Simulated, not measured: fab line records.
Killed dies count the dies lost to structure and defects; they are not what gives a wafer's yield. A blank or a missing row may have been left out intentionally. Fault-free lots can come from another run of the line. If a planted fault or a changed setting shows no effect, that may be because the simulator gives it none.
Chamber matching | flow nandHarc | 3 sister chambers for NHARC_A_STAIRCASE_DEP_156 on pecvd-01
The step deposits SiNx, target thk 50 nm. 6 wafers are shown with their chamber, then 8 later ones without.

== WAFERS, EACH WITH ITS CHAMBER ==
wafer  | chamber | heaterPowerW (W)
L082.4 | 1       | 771
L084.4 | 1       | 777
L085.4 | 0       | 837
L092.2 | 0       | 769
L092.6 | 2       | 619
L093.1 | 2       | 730

== WAFERS MISSING THEIR CHAMBER ==
wafer  | heaterPowerW (W)
L093.3 | 782
L093.5 | 793
L096.3 | 734
L096.4 | 713
L096.5 | 651
L095.1 | 695
L095.4 | 820
L095.6 | 784

== WHICH CHAMBER EACH ONE RAN IN ==
wafer  | from the rows above          | in truth
L093.3 | can't be placed: 1 or 0 or 2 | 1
L093.5 | can't be placed: 0 or 1      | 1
L096.3 | can't be placed: 1 or 2 or 0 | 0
L096.4 | can't be placed: 2 or 1 or 0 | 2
L096.5 | can't be placed: 2 or 1      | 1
L095.1 | can't be placed: 2 or 1 or 0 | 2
L095.4 | can't be placed: 0 or 1      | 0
L095.6 | can't be placed: 1 or 0 or 2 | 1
0 of 8 placed correctly. Cannot be placed on the basis of these rows: 8; the candidates contain the true chamber in 8. Wrongly placed: 0.
How it was worked out, from the rows above alone: a wafer's distance from a chamber is the root of the sum, over the readings, of the square of ((its reading less the chamber's mean) divided by the reading's scatter). If the next closest chamber is less than 2 further off than the closest, the wafer can't be placed; otherwise it belongs to the closest. A chamber's mean is the mean of its shown wafers. The scatter: take each reading less its chamber's mean, square it, sum over the shown wafers, divide by the number of wafers less the number of chambers, and take the root.
